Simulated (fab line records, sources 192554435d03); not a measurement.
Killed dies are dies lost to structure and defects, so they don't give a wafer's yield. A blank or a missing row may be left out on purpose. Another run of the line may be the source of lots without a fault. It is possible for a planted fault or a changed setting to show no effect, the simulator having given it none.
fab line records	flow n5Finfet
[record] lots = 4	wafers = 12	lastDay = 18
route steps=1938 shown BEOL_M4@1099 BEOL_M5@1112 BEOL_M9@1464 PASSIVATION@1936
lots that met no fault: from a run of the same line without faults
startH: hours from the record's first day to the start of the lot's first wafer shown	waitH: time in hours since the lot's previous step	" identical to the entry in the row above	L1.1+2: one row covering several wafers at once	- value missing, or start not given	* or withheld: withheld	< > ~ a bound
route shown NAME@n: names a module that has steps shown in the file, with the first one's number in the route	usual: mean/standard deviation taken from wafers without a fault	same: alike in all rows	chamber/n: place in a boat	sites: per-site readings	_std_site: standard deviation of those values	_edge_site: the outer-site mean with the inner-site mean subtracted	radiusMm: how far each site lies from the wafer's centre	mask NAME#n: copy n	behind: tool/chamber where the wafer was last shaped	hold: cause of the lot's hold/its duration in hours/its outcome	device: which transistor (n, p or np) failed to switch	end of line: tests run on the same wafers once the route is complete	step lacking rows: just its recipe	killed: not the wafer's yield, but the dies lost to structure and defects at the first sort	map: a wafer's dies, marking killed ones x, the rest . and places with no die _
set.NAME: the setting as run; set.NAME@STEP: as run at that earlier step	model.NAME: the simulator's own value behind a step, which no gauge read
certain route steps with their lots: each step a table, each wafer a row
services: a tool's chamber out of use, with start hour (startH, from the record's first day; less than 0 if before it), hours out, and reason
[[steps]]
[step N5_BEOL_M4_ANNEAL_95]
[recipe] tempC = 400	timeS = 240	ambient = vacuum
[step N5_BEOL_M4_SPUTTER_96]
[recipe] material = Cu	targetThkA = 45	tempC = -20	chamberPressurePa = 0.07	powerW = withheld	timeS = 8.29
[step N5_BEOL_M4_ECD_50]
[recipe] material = Cu	targetThkA = 3000
[step N5_BEOL_M4_ANNEAL_51]
[recipe] tempC = 225	timeS = 90	ambient = N2
[step N5_BEOL_M4_CMP_52]
[recipe] stopOn = SiOC	tOverpolishS = 6.8	downForcePsi = 1	platenRpm = 50	clearingPlatenDownForcePsi = 1.5	clearingPlatenRpm = 50	postCmpClean = cuAlkaline	targetThkNm = 40	clearingPlatenPadVelocityMS = 0.99484	padVelocityMS = 0.99484
[step N5_BEOL_M4_PRE_CLEAN_60]
[recipe] gas = NH3/H2	timeS = 15	tempC = *	rfPowerW = 300
[step N5_BEOL_M4_CO_CAP_55]
[recipe] material = Co	targetThkA = 20	tempC = 200	precursor = CCTBA/H2	pressureTorr = 30	timeS = 102.1
[step N5_BEOL_M4_PRE_CLEAN_56]
[recipe] gas = NH3	timeS = 15	tempC = withheld	rfPowerW = 300
[step N5_BEOL_M4_DEP_57]
[recipe] material = SiCN	targetThkA = 80	tempC = withheld	precursor = 3MS/NH3	pressureTorr = 3	rfW = 202	timeS = 14
[step N5_BEOL_M4_RC_MEAS_101]
[usual] DIBL_N = 36.0/1.7	DIBL_P = 36.2/1.9	IOFF_N = 0.154/0.028	IOFF_P = 0.21/0.036	ION_N = 675/11	ION_P = 463/8.3	SS_N = 71.4/0.63	SS_P = 73.2/0.55	VT_N = 250.2/3	VT_P = -251/3.7
lot.wafer	tool	chamber	startH	waitH	DIBL_N[mV/V]	DIBL_P[mV/V]	IOFF_N[nA/um]	IOFF_P[nA/um]	ION_N[uA/um]	ION_P[uA/um]	SS_N[mV/dec]	SS_P[mV/dec]	VT_N[mV]	VT_P[mV]
L223.2	prober-01	0	262.72	0.2	37.4	38.6	0.169	0.20	681	462	71.7	73.6	249.5	-254
L223.3	"	0	"	"	35.7	37.4	0.144	0.18	686	467	71.2	72.8	250.5	-254
L223.5	"	0	"	"	35.9	36.7	0.131	0.16	654	444	71.7	73.5	252.7	-255
L224.1	prober-02	0	264.69	0.0	35.4	36.1	0.153	0.20	687	470	71.2	72.3	248.5	-250
L224.3	"	0	"	"	34.7	35.4	0.131	0.18	674	461	71.7	72.9	253.1	-253
L224.6	"	0	"	"	34.9	34.5	0.126	0.17	667	452	71.0	72.5	253.9	-257
L225.3	prober-01	0	269.66	0.3	36.8	37.1	0.153	0.19	686	458	72.4	73.3	250.4	-256
L225.4	"	0	"	"	35.6	34.6	0.127	0.16	666	453	71.8	72.2	252.1	-255
L225.5	"	0	"	"	35.6	35.9	0.129	0.18	661	455	70.7	73.1	252.2	-252
L234.1	prober-01	0	315.85	0.0	35.0	34.9	0.141	0.18	681	463	70.7	73.4	251.4	-255
L234.3	"	0	"	"	33.4	31.6	0.113	0.13	654	447	70.8	72.5	255.1	-259
L234.5	"	0	"	"	34.1	33.8	0.128	0.16	668	450	71.2	73.2	254.9	-257
[step N5_BEOL_M5_ILD_DEP_00]
[recipe] material = SiCOH_lowk	targetThkA = 1406.4	tempC = 300	precursor = DEMS/porogen	pressureTorr = 5	rfW = 500	timeS = 25.9
[step N5_BEOL_M5_CURE_79]
[recipe] tempC = 385	timeS = 240	ambient = He/Ar	material = SiCOH_lowk
[step N5_BEOL_M5_PECVD_70]
[recipe] material = SiO2	targetThkA = 160	tempC = 400	precursor = TEOS/O2	pressureTorr = 5.5	rfW = 450	teosFlowSccm = 53.8	gas = O2	flowSccm = 3000	timeS = 18
[step N5_BEOL_M5_HM_DEP_02]
[recipe] material = TiN	targetThkA = 200	tempC = 25	chamberPressurePa = 0.49996
[step N5_BEOL_M5_COAT_59]
[recipe] resist = SOC	tempC = 250	timeS = 60	spinRpm = 1500	resistThkNm = 60
[step N5_BEOL_M5_COAT_60]
[recipe] resist = SiARC	tempC = 220	timeS = 60	spinRpm = 1500	resistThkNm = 12
[step N5_BEOL_M5_COAT_71]
[recipe] resist = underlayer	tempC = 205	timeS = 60	spinRpm = 1500	resistThkNm = 5
[step N5_BEOL_M5_COAT_05]
[recipe] resist = CAR-EUV	spinRpm = 1500	resistThkNm = 30
[step N5_BEOL_M5_EBR_07]
[recipe] solvent = PGMEA	ebrWidthMm = 1.5
[step N5_BEOL_M5_SOFTBAKE_06]
[recipe] tempC = 110	timeS = 60	resist = CAR-EUV
[step N5_BEOL_M5_EXPOSE_08]
[recipe] maskId = M5	na = 0.33	sourceShape = annular	sigmaInner = 0.4	sigmaOuter = 0.8	polarization = unpolarized	targetCdNm = 28	doseMj = 35.75
[step N5_BEOL_M5_PEB_09]
[recipe] pebTempC = 100	pebTimeS = 60	resist = CAR-EUV
[step N5_BEOL_M5_DEVELOP_10]
[recipe] developTimeS = 30	developer = TMAH	resist = CAR-EUV	rinseLiquid = surfactantRinse	dry = airSpin	devTempC = 23
[step N5_BEOL_M5_DESCUM_16]
[recipe] chemistry = O2	timeS = 7	sourcePowerW = 50	biasPowerW = 20	pressureMtorr = 20	rfFrequencyHz = 2.712e+07	tempC = 40	resist = CAR-EUV	o2FlowSccm = 225
[step N5_BEOL_M5_ETCH_72]
[recipe] chemistry = N2/H2	target = underlayer	targetDepthA = 65	maskMaterial = CAR-EUV	timeS = 5.2	ionEnergyEv = 200	pressureMtorr = 30	sourceW = 840	biasW = 150	n2FlowSccm = 200	h2FlowSccm = 200	ends = cleared
[step N5_BEOL_M5_ETCH_61]
[recipe] chemistry = CF4	target = SiARC	targetDepthA = 156	maskMaterial = CAR-EUV	timeS = 26	ionEnergyEv = 80	pressureMtorr = 40	sourceW = 545	biasW = 36	Ar_flow_sccm = 100	cf4FlowSccm = 100	ends = cleared
[step N5_BEOL_M5_ETCH_62]
[recipe] chemistry = N2/H2	target = SOC	targetDepthA = 750	overetchA = 150	maskMaterial = SiARC	tempC = 40	timeS = 112.5	ionEnergyEv = 200	pressureMtorr = 30	sourceW = 840	biasW = 150	n2FlowSccm = 200	h2FlowSccm = 200
[step N5_BEOL_M5_STRIP_63]
[recipe] chemistry = N2/H2	tempC = 40	n2FlowSccm = 200	h2FlowSccm = 200	rfFrequencyHz = 6e+07
[step N5_BEOL_M5_STRIP_73]
[recipe] chemistry = N2/H2	tempC = 40	n2FlowSccm = 200	h2FlowSccm = 200	rfFrequencyHz = 6e+07
[step N5_BEOL_M5_STRIP_64]
[recipe] chemistry = CF4	resist = SiARC	powerW = 300	biasPowerW = 75	pressureMtorr = 50	cf4FlowSccm = 150	rfFrequencyHz = 6e+07
[step N5_BEOL_M5_HM_OPEN_17]
[recipe] chemistry = Cl2/BCl3	targetDepthA = 200	overetchA = 60	target = TiN	maskMaterial = SOC	ionEnergyEv = 150	pressureMtorr = 10	icpW = 1000	biasW = 126	Cl2_flow_sccm = 53.25	bcl3FlowSccm = 21.75	Ar_flow_sccm = 25
[step N5_BEOL_M5_STRIP_19]
[recipe] chemistry = O2	powerW = 400	tempC = 40	pressureMtorr = 30	rfFrequencyHz = 6e+07	biasPowerW = 0	overashFraction = 0.2	o2FlowSccm = 225
[step N5_BEOL_M5_COAT_65]
[recipe] resist = SOC	tempC = 250	timeS = 60	spinRpm = 1500	resistThkNm = 60
[step N5_BEOL_M5_COAT_66]
[recipe] resist = SiARC	tempC = 220	timeS = 60	spinRpm = 1500	resistThkNm = 12
[step N5_BEOL_M9_CMP_52]
[recipe] stopOn = SiCOH_lowk	tOverpolishS = 7	downForcePsi = 1	platenRpm = 50	clearingPlatenDownForcePsi = 1.5	clearingPlatenRpm = 50	postCmpClean = cuAlkaline	targetThkNm = 140	clearingPlatenPadVelocityMS = 0.99484	padVelocityMS = 0.99484
[usual] barrierFieldEndpointS = 28.9/0.91	clearingPlatenDownForcePsi = 1.500/0.0033	motorCurrentA = 6.1/0.45	overpolishRunS = 7.000/0.009	timeToEndpointS = 65/4
lot.wafer	tool	chamber	startH	waitH	barrierFieldEndpointS	clearingPlatenDownForcePsi	motorCurrentA	overpolishRunS	timeToEndpointS
L224.1	cmp-03	2	310.90	0.5	28.3	1.502	6.5	6.995	64
L224.3	"	0	"	"	28.7	1.499	5.5	6.989	69
L224.6	"	2	"	"	27.7	1.493	5.9	6.994	61
L223.2	cmp-03	0	311.35	0.5	29.0	1.498	5.6	6.996	69
L223.3	"	2	"	"	28.4	1.500	5.8	6.997	66
L223.5	"	0	"	"	47.0	1.499	5.3	0.043	86
L225.3	cmp-03	0	321.52	0.2	29.7	1.507	5.5	6.990	66
L225.4	"	3	"	"	47.0	1.507	6.3	0.035	86
L225.5	"	1	"	"	47.0	1.497	6.4	0.040	86
L234.1	cmp-04	2	366.83	0.5	28.9	1.500	5.5	7.003	69
L234.3	"	1	"	"	30.3	1.500	6.1	7.002	71
L234.5	"	3	"	"	29.4	1.501	6.5	7.002	64
[step N5_BEOL_M9_THK_MEAS_53]
[recipe] thkMeasGauge = xrf	reads = Cu_of_BEOL_M9_ECD_50
[usual] M9_THK = 141/4.5
lot.wafer	tool	chamber	startH	waitH	M9_THK[nm]
L224.1	filmMetro-02	-	311.16	-	143
L224.3	"	-	"	"	147
L224.6	"	-	"	"	137
L223.2	filmMetro-01	-	311.61	-	146
L223.3	"	-	"	"	142
L223.5	"	-	"	"	254
L225.3	filmMetro-02	-	321.82	-	147
L225.4	"	-	"	"	273
L225.5	"	-	"	"	261
L234.1	filmMetro-01	-	367.12	-	142
L234.3	"	-	"	"	145
L234.5	"	-	"	"	140
[step N5_BEOL_M9_INSPECT_58]
[recipe] inspectInstrument = darkfield	mode = postDep
[usual] rawDefectCount = 71/25
lot.wafer	tool	chamber	startH	waitH	rawDefectCount
L224.1	defectInspect-01	-	311.32	0.0	111
L224.3	"	-	"	"	67
L224.6	"	-	"	"	80
L223.2	defectInspect-01	-	311.77	0.0	62
L223.3	"	-	"	"	100
L223.5	"	-	"	"	4314
L225.3	defectInspect-01	-	321.98	0.0	102
L225.4	"	-	"	"	4415
L225.5	"	-	"	"	4190
L234.1	defectInspect-02	-	367.28	0.0	93
L234.3	"	-	"	"	51
L234.5	"	-	"	"	100
[step N5_PASSIVATION_PROBE_49]
[usual] defectLimitedYield = 90.9/1.4	killed_at_M0_to_M3 = 38/11	killed_at_M4_up = 13/5.9	killedAtContacts = 14/6.4	killedAtFrontEnd = 38/11	killedAtOther = 3.3/2.5	killedDies = 107/16	killedOnRim = 14/3.6	killedOpen = 70/12	killedShort = 35/7.7	sort_bin_5_function = 5.3/0.94	sort_bin_6_memory = 3.5/0.7	sortNPass = 1073/16	sortYieldPct = 90.9/1.4
[same] grossDies = 1180	killedAtBackSide = 0	sort_bin_4_leakage[%] = 0	sort_bin_8_speed[%] = 0
lot.wafer	tool	chamber	startH	waitH	defectLimitedYield[%]	killed_at_M0_to_M3	killed_at_M4_up	killedAtContacts	killedAtFrontEnd	killedAtOther	killedDies	killedOnRim	killedOpen	killedShort	sort_bin_5_function[%]	sort_bin_6_memory[%]	sortNPass	sortYieldPct[%]
L224.1	prober-02	-	371.76	0.0	89.7	47	13	19	40	2	121	20	72	48	5.9	3.8	1059	89.7
L224.3	prober-02	-	371.86	0.1	90.4	37	13	14	44	5	113	16	82	30	6.4	2.9	1067	90.4
L224.6	prober-02	-	372.01	0.3	90.0	38	13	17	40	10	118	10	77	38	6.0	3.9	1062	90.0
L223.2	prober-01	-	372.09	0.1	90.3	34	15	15	44	7	115	15	69	41	6.3	2.7	1065	90.3
L223.3	prober-01	-	372.14	0.1	88.6	31	29	19	53	2	134	17	86	46	6.0	4.9	1046	88.6
L223.5	prober-01	-	372.24	0.2	0	37	1090	12	39	2	1180	152	56	39	4.2	3.9	0	0
L225.3	prober-02	-	381.90	0.1	89.4	46	22	11	43	3	125	17	93	30	6.2	3.8	1055	89.4
L225.4	prober-02	-	381.95	0.2	0	34	1093	8	41	4	1180	152	72	38	6.0	3.0	0	0
L225.5	prober-02	-	382.00	0.2	0	28	1114	13	25	0	1180	152	61	21	4.5	2.4	0	0
L234.3	prober-02	-	424.51	0.1	87.5	71	18	35	22	1	147	24	104	43	7.5	4.4	1033	87.5
L234.5	prober-02	-	424.61	0.2	90.9	42	17	20	28	0	107	18	67	36	6.1	2.7	1073	90.9
// killed by level:class
L224.1 MOL_CONTACT_COAG:geometricParticle:open=18 BEOL_M3:geometricParticle:open=15 FIN_SAQP:geometricParticle:short=10 BEOL_M0_SAQP:geometricParticle:short=10 BEOL_M0_SAQP:geometricParticle:open=9 GATE_CUT:geometricParticle:short=8 BEOL_M4:geometricParticle:open=7 STI_FIN_REVEAL:geometricParticle:open=5
L224.3 BEOL_M3:geometricParticle:open=13 FIN_SAQP:geometricParticle:short=11 MOL_CONTACT_COAG:geometricParticle:open=11 FIN_SAQP:geometricParticle:open=9 BEOL_M2:geometricParticle:open=9 BEOL_M1:geometricParticle:open=8 STI_FIN_REVEAL:geometricParticle:open=5 DUMMY_GATE:geometricParticle:open=4
L224.6 MOL_CONTACT_COAG:geometricParticle:open=16 BEOL_M3:geometricParticle:open=14 GATE_CUT:geometricParticle:short=10 FIN_SAQP:geometricParticle:open=9 BEOL_M0_SAQP:geometricParticle:short=9 FIN_SAQP:geometricParticle:short=6 BEOL_M2:geometricParticle:open=5 GATE_CUT:geometricParticle:open=4
L223.2 MOL_CONTACT_COAG:geometricParticle:open=11 BEOL_M0_SAQP:geometricParticle:short=10 FIN_SAQP:geometricParticle:short=8 FIN_SAQP:geometricParticle:open=8 STI_FIN_REVEAL:geometricParticle:open=7 BEOL_M3:geometricParticle:open=7 BEOL_M0_SAQP:geometricParticle:open=6 STARTING-WAFER:geometricParticle:open=6
L223.3 FIN_SAQP:geometricParticle:open=18 MOL_CONTACT_COAG:geometricParticle:open=13 FIN_SAQP:geometricParticle:short=10 BEOL_M0_SAQP:geometricParticle:short=9 BEOL_M4:geometricParticle:open=9 BEOL_M5:geometricParticle:open=8 MOL_CONTACT_COAG:geometricParticle:short=6 BEOL_M0_SAQP:geometricParticle:open=6
L223.5 BEOL_M9:areaCmp=1083 BEOL_M0_SAQP:geometricParticle:short=12 BEOL_M3:geometricParticle:open=9 MOL_CONTACT_COAG:geometricParticle:open=9 FIN_SAQP:geometricParticle:short=8 BEOL_M0_SAQP:geometricParticle:open=8 FIN_SAQP:geometricParticle:open=7 STI_FIN_REVEAL:geometricParticle:open=5
L225.3 BEOL_M3:geometricParticle:open=16 STI_FIN_REVEAL:geometricParticle:open=14 BEOL_M0_SAQP:geometricParticle:open=13 MOL_CONTACT_COAG:geometricParticle:open=10 BEOL_M4:geometricParticle:open=10 FIN_SAQP:geometricParticle:open=7 BEOL_M0_SAQP:geometricParticle:short=6 BEOL_M4:geometricParticle:short=5
L225.4 BEOL_M9:areaCmp=1069 BEOL_M0_SAQP:geometricParticle:short=12 BEOL_M4:geometricParticle:open=12 FIN_SAQP:geometricParticle:open=9 FIN_SAQP:geometricParticle:short=8 MOL_CONTACT_COAG:geometricParticle:open=7 BEOL_M0_SAQP:geometricParticle:open=7 BEOL_M5:geometricParticle:open=6
L225.5 BEOL_M9:areaCmp=1097 MOL_CONTACT_COAG:geometricParticle:open=11 BEOL_M4:geometricParticle:open=9 BEOL_M0_SAQP:geometricParticle:open=7 FIN_SAQP:geometricParticle:short=6 STI_FIN_REVEAL:geometricParticle:open=6 BEOL_M1:geometricParticle:open=6 BEOL_M0_SAQP:geometricParticle:short=4
L234.3 MOL_CONTACT_COAG:geometricParticle:open=28 BEOL_M3:geometricParticle:open=25 BEOL_M0_SAQP:geometricParticle:open=14 STI_FIN_REVEAL:geometricParticle:open=9 BEOL_M0_SAQP:geometricParticle:short=8 MOL_CONTACT_COAG:geometricParticle:short=7 BEOL_M2:geometricParticle:open=7 BEOL_M1:geometricParticle:open=5
L234.5 MOL_CONTACT_COAG:geometricParticle:open=18 BEOL_M1:geometricParticle:open=9 BEOL_M3:geometricParticle:open=7 BEOL_M3:geometricParticle:short=6 BEOL_M0_SAQP:geometricParticle:short=5 BEOL_M0_SAQP:geometricParticle:open=5 FIN_SAQP:geometricParticle:short=4 DUMMY_GATE:geometricParticle:open=4
// map L223.5 (x killed, . not)
_________________xxxxxxxxxxxx________________
______________xxxxxxxxxxxxxxxxxx_____________
___________xxxxxxxxxxxxxxxxxxxxxxxx__________
__________xxxxxxxxxxxxxxxxxxxxxxxxxx_________
________xxxxxxxxxxxxxxxxxxxxxxxxxxxxxx_______
_______xxxxxxxxxxxxxxxxxxxxxxxxxxxxxxxx______
______xxxxxxxxxxxxxxxxxxxxxxxxxxxxxxxxxx_____
_____xxxxxxxxxxxxxxxxxxxxxxxxxxxxxxxxxxxx____
____xxxxxxxxxxxxxxxxxxxxxxxxxxxxxxxxxxxxxx___
___xxxxxxxxxxxxxxxxxxxxxxxxxxxxxxxxxxxxxxxx__
___xxxxxxxxxxxxxxxxxxxxxxxxxxxxxxxxxxxxxxxx__
__xxxxxxxxxxxxxxxxxxxxxxxxxxxxxxxxxxxxxxxxxx_
__xxxxxxxxxxxxxxxxxxxxxxxxxxxxxxxxxxxxxxxxxx_
_xxxxxxxxxxxxxxxxxxxxxxxxxxxxxxxxxxxxxxxxxxxx
_xxxxxxxxxxxxxxxxxxxxxxxxxxxxxxxxxxxxxxxxxxxx
_xxxxxxxxxxxxxxxxxxxxxxxxxxxxxxxxxxxxxxxxxxxx
_xxxxxxxxxxxxxxxxxxxxxxxxxxxxxxxxxxxxxxxxxxxx
_xxxxxxxxxxxxxxxxxxxxxxxxxxxxxxxxxxxxxxxxxxxx
_xxxxxxxxxxxxxxxxxxxxxxxxxxxxxxxxxxxxxxxxxxxx
_xxxxxxxxxxxxxxxxxxxxxxxxxxxxxxxxxxxxxxxxxxxx
_xxxxxxxxxxxxxxxxxxxxxxxxxxxxxxxxxxxxxxxxxxxx
__xxxxxxxxxxxxxxxxxxxxxxxxxxxxxxxxxxxxxxxxxx_
__xxxxxxxxxxxxxxxxxxxxxxxxxxxxxxxxxxxxxxxxxx_
___xxxxxxxxxxxxxxxxxxxxxxxxxxxxxxxxxxxxxxxx__
___xxxxxxxxxxxxxxxxxxxxxxxxxxxxxxxxxxxxxxxx__
____xxxxxxxxxxxxxxxxxxxxxxxxxxxxxxxxxxxxxx___
_____xxxxxxxxxxxxxxxxxxxxxxxxxxxxxxxxxxxx____
______xxxxxxxxxxxxxxxxxxxxxxxxxxxxxxxxxx_____
_______xxxxxxxxxxxxxxxxxxxxxxxxxxxxxxxx______
________xxxxxxxxxxxxxxxxxxxxxxxxxxxxxx_______
__________xxxxxxxxxxxxxxxxxxxxxxxxxx_________
___________xxxxxxxxxxxxxxxxxxxxxxxx__________
______________xxxxxxxxxxxxxxxxxx_____________
_________________xxxxxxxxxxxx________________
// map L225.4 (x killed, . not)
_________________xxxxxxxxxxxx________________
______________xxxxxxxxxxxxxxxxxx_____________
___________xxxxxxxxxxxxxxxxxxxxxxxx__________
__________xxxxxxxxxxxxxxxxxxxxxxxxxx_________
________xxxxxxxxxxxxxxxxxxxxxxxxxxxxxx_______
_______xxxxxxxxxxxxxxxxxxxxxxxxxxxxxxxx______
______xxxxxxxxxxxxxxxxxxxxxxxxxxxxxxxxxx_____
_____xxxxxxxxxxxxxxxxxxxxxxxxxxxxxxxxxxxx____
____xxxxxxxxxxxxxxxxxxxxxxxxxxxxxxxxxxxxxx___
___xxxxxxxxxxxxxxxxxxxxxxxxxxxxxxxxxxxxxxxx__
___xxxxxxxxxxxxxxxxxxxxxxxxxxxxxxxxxxxxxxxx__
__xxxxxxxxxxxxxxxxxxxxxxxxxxxxxxxxxxxxxxxxxx_
__xxxxxxxxxxxxxxxxxxxxxxxxxxxxxxxxxxxxxxxxxx_
_xxxxxxxxxxxxxxxxxxxxxxxxxxxxxxxxxxxxxxxxxxxx
_xxxxxxxxxxxxxxxxxxxxxxxxxxxxxxxxxxxxxxxxxxxx
_xxxxxxxxxxxxxxxxxxxxxxxxxxxxxxxxxxxxxxxxxxxx
_xxxxxxxxxxxxxxxxxxxxxxxxxxxxxxxxxxxxxxxxxxxx
_xxxxxxxxxxxxxxxxxxxxxxxxxxxxxxxxxxxxxxxxxxxx
_xxxxxxxxxxxxxxxxxxxxxxxxxxxxxxxxxxxxxxxxxxxx
_xxxxxxxxxxxxxxxxxxxxxxxxxxxxxxxxxxxxxxxxxxxx
_xxxxxxxxxxxxxxxxxxxxxxxxxxxxxxxxxxxxxxxxxxxx
__xxxxxxxxxxxxxxxxxxxxxxxxxxxxxxxxxxxxxxxxxx_
__xxxxxxxxxxxxxxxxxxxxxxxxxxxxxxxxxxxxxxxxxx_
___xxxxxxxxxxxxxxxxxxxxxxxxxxxxxxxxxxxxxxxx__
___xxxxxxxxxxxxxxxxxxxxxxxxxxxxxxxxxxxxxxxx__
____xxxxxxxxxxxxxxxxxxxxxxxxxxxxxxxxxxxxxx___
_____xxxxxxxxxxxxxxxxxxxxxxxxxxxxxxxxxxxx____
______xxxxxxxxxxxxxxxxxxxxxxxxxxxxxxxxxx_____
_______xxxxxxxxxxxxxxxxxxxxxxxxxxxxxxxx______
________xxxxxxxxxxxxxxxxxxxxxxxxxxxxxx_______
__________xxxxxxxxxxxxxxxxxxxxxxxxxx_________
___________xxxxxxxxxxxxxxxxxxxxxxxx__________
______________xxxxxxxxxxxxxxxxxx_____________
_________________xxxxxxxxxxxx________________
[[services]]
tool	chamber	startH	hours	kind
cmp-04	-	302.98	17.9	repair
cmp-04	-	320.92	5.8	pm
cmp-03	-	362.10	4.8	pm
[[key]]
[firstSign] step = N5_BEOL_M9_CMP_52	reading = overpolishRunS	direction = down	sigmas = 99+	usual = 7.000	struck = 0.040
[effect] step = N5_BEOL_M9_CMP_52	reading = barrierFieldEndpointS	direction = up	sigmas = 20	usual = 28.9	struck = 47.0
[effect] step = N5_BEOL_M9_THK_MEAS_53	reading = M9_THK	direction = up	sigmas = 27	usual = 141	struck = 263
[effect] step = N5_BEOL_M9_INSPECT_58	reading = rawDefectCount	direction = up	sigmas = 99+	usual = 71	struck = 4306
[effect] step = N5_PASSIVATION_PROBE_49	reading = killed_at_M4_up	direction = up	sigmas = 99+	usual = 13	struck = 1099
[moreKillsBornAt] N5_BEOL_M9_CMP_52@cmp-03 = 3249
metAt N5_BEOL_M9_CMP_52
struckWafers L223.5,L225.4,L225.5
laterRowsLeftOut L223.5,L225.4,L225.5
onsetBetween 310.90 311.35
[fault] kind = processParameterDrift	tool = cmp-03	chamber = -	onsetH = 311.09	steps = N5_BEOL_M9_CMP_52	channel = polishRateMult	offset = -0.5	shape = step	endH = 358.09	scope = struckWafersOnly
// laterRowsLeftOut: the simulator's readings of these wafers behind a module that went badly wrong aren't trusted and aren't shown, but for the sort
